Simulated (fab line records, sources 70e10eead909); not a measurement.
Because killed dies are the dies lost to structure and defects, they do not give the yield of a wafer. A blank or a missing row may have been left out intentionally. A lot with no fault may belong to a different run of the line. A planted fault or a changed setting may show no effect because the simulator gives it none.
Struck lot and sound lot, side by side    flow nand-harc    17 steps out of a route of 1159
Sound: wafers L299.2, L299.3, L299.5. Struck: wafer L306.5 (L306.1, L306.3, from the same lot, were not struck and are left out); the cause is given at the end.
Each step with rows lists, per side, the tool, then ch with its chambers, then its first start. Under that, the readings that differ: sound wafers    struck wafers    difference of the means    sigmas: that difference in standard deviations of wafers without a fault.
alike: a reading whose means differ by less than 2 such deviations, as well as words and numbers matching on both sides. not compared: withheld readings; readings where some wafer has no value; bounds like >300 that might hide an equal value; numbers whose values overlap and for which the record gives no deviation.
The two part at a step that has a row with sigmas, a row that says differs or no value, or rows on one side only. Numbers that don't overlap but have no deviation are shown without sigmas and don't part them. A reading missing from all wafers of one side parts the sides only when that side holds two or more wafers.

NHARC_A_M0_OVL_MEAS_10: pitch 160 nm.
  struck on overlay-02, day 22 06:41; sound on overlay-01, day 19 16:39
  alike: overlay-x-nm, overlay-y-nm
NHARC_A_M0_INSPECT_11:
  struck on defect-inspect-01, day 22 06:43; sound on defect-inspect-02, day 19 16:41
  alike: raw-defect-count
NHARC_A_M0_DESCUM_14: chemistry O2, time 3 s.
  sound on rie-diel-12 ch 0,1,3, day 19 16:45; struck on rie-diel-05 ch 0, day 22 06:48
  alike: chamber-pressure-mTorr, drypump-motor-current-A, oes-product-au, rf-vpp-V, showerhead-plenum-p-Torr, throttle-valve-pct
  not compared: rf-hours-counter-h
NHARC_A_M0_ETCH_34: etches the open film in N2/H2, target depth 40 nm, overetch 12 nm, time 43.94 s.
  sound on rie-diel-12 ch 0,2,3, day 19 16:50; struck on rie-diel-05 ch 3, day 22 06:52
  alike: chamber-pressure-mTorr, drypump-motor-current-A, oes-product-au, rf-vpp-V, showerhead-plenum-p-Torr, throttle-valve-pct
  not compared: rf-hours-counter-h
NHARC_A_M0_ETCH_15: etches the open film in C4F8/Ar, target depth 150 nm, overetch 15 nm, time 82.5 s.
  sound on rie-diel-12 ch 0,1,3; struck on rie-diel-05 ch 3
reading       sound              struck  difference  sigmas
rf-vpp-V (V)  436.1 437.9 443.2  445.4   +6.3        +2
  alike: chamber-pressure-mTorr, oes-product-au
  not compared: rf-hours-counter-h
NHARC_A_M0_CD_MEAS_16:
  struck on cd-sem-01, day 22 07:05; sound on cd-sem-01, day 19 17:03
reading     sound           struck  difference  sigmas
cd-nm (nm)  81.5 80.8 81.5  78.7    -2.6        -4
then, 3 steps without rows for these wafers: NHARC_A_M0_STRIP_18 (strips in N2/H2); NHARC_A_M0_STRIP_19 (strips in post etch residue remover, time 600 s); NHARC_A_M0_DEGAS_28 (time 60 s).
NHARC_A_M0_PRE_CLEAN_29: time 30 s.
  sound on pvd-sputter-01; struck on pvd-sputter-02
  alike: heater-power-w
then, 1 step without rows for these wafers: NHARC_A_M0_PVD_20 (deposits TaN, target thk 5 nm, time 8.06 s).
NHARC_A_M0_PVD_21: deposits Cu, target thk 30 nm, time 20.49 s.
  sound on pvd-sputter-01; struck on pvd-sputter-02
  alike: chamber-pressure-pa, throttle-valve-pct
NHARC_A_M0_ECD_22: material Cu, target thk 400 nm.
  sound on ecd-cu-02 ch 0, day 19 18:11; struck on ecd-cu-01 ch 1, day 22 08:07
then, 1 step without rows for these wafers: NHARC_A_M0_ANNEAL_30 (time 90 s).
NHARC_A_M0_CMP_23: polishes, t overpolish 20 s, target thk 113.75 nm.
  sound on cmp-02 ch 0,1,3, day 19 18:56; struck on cmp-03 ch 3, day 22 08:52
reading                 sound           struck  difference  sigmas
time-to-endpoint-s (s)  28.1 26.9 28.5  53.4    +25.6       +12
  alike: motor-current-A
NHARC_A_M0_THK_MEAS_24: measures by xrf.
  struck on film-metro-02, day 22 09:08; sound on film-metro-02, day 19 19:14
  alike: thk-nm
after that, 1 step had no rows for these wafers: NHARC_END_SORT_01.

== WHERE THEY PART ==
Last at NHARC_A_M0_CMP_23 as far as this record goes, first at NHARC_A_M0_ETCH_15. Later steps at which nothing parts them and some readings are alike: NHARC_A_M0_THK_MEAS_24.

WHY: what the simulator had put in
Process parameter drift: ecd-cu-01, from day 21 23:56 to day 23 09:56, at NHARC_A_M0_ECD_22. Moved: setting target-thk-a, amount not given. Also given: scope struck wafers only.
